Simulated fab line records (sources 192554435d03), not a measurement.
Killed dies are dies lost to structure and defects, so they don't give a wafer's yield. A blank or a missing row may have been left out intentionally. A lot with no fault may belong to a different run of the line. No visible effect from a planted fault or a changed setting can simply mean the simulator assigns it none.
Chamber matching / flow n5-finfet / 4 sister chambers for N5_SPACER0_ALD_08 on ald-sin-02
The step deposits SiNx, target thk 2 nm. 4 wafers are shown with their chamber, then 12 later ones without.

WAFERS PAIRED WITH THEIR CHAMBERS
wafer=L079.6; chamber=1; heater-power-w (W)=709
wafer=L081.4; chamber=2; heater-power-w (W)=767
wafer=L087.4; chamber=0; heater-power-w (W)=843
wafer=L087.6; chamber=3; heater-power-w (W)=989

WAFERS WHOSE CHAMBER IS MISSING
wafer=L089.1; heater-power-w (W)=742
wafer=L089.2; heater-power-w (W)=740
wafer=L089.3; heater-power-w (W)=993
wafer=L089.4; heater-power-w (W)=848
wafer=L089.5; heater-power-w (W)=962
wafer=L089.6; heater-power-w (W)=746
wafer=L091.1; heater-power-w (W)=720
wafer=L091.2; heater-power-w (W)=766
wafer=L091.3; heater-power-w (W)=879
wafer=L091.4; heater-power-w (W)=968
wafer=L091.5; heater-power-w (W)=970
wafer=L091.6; heater-power-w (W)=752

WHICH CHAMBER EACH ONE RAN IN
wafer=L089.1; from the rows above=can't be placed: 2 or 1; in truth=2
wafer=L089.2; from the rows above=can't be placed: 2 or 1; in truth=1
wafer=L089.3; from the rows above=3; in truth=3
wafer=L089.4; from the rows above=0; in truth=0
wafer=L089.5; from the rows above=3; in truth=3
wafer=L089.6; from the rows above=can't be placed: 2 or 1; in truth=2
wafer=L091.1; from the rows above=can't be placed: 1 or 2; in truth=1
wafer=L091.2; from the rows above=2; in truth=2
wafer=L091.3; from the rows above=0; in truth=0
wafer=L091.4; from the rows above=3; in truth=3
wafer=L091.5; from the rows above=3; in truth=3
wafer=L091.6; from the rows above=can't be placed: 2 or 1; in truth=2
7 of 12 placed correctly. Not placeable from these rows: 5 (in 5, the candidates include the true chamber). Placed wrongly: 0.
How it was worked out, from the rows above alone: a wafer's distance from a chamber is the root of the sum, over the readings, of the square of ((its reading less the chamber's mean) divided by the reading's scatter). The wafer belongs to the nearest chamber; if the next one is less than 2 further off, it can't be placed. For every chamber, the mean is computed from those of its wafers that are shown. The scatter: with one shown wafer a chamber, the root of the mean of the squares of how far each hidden wafer lies from its nearest shown one.
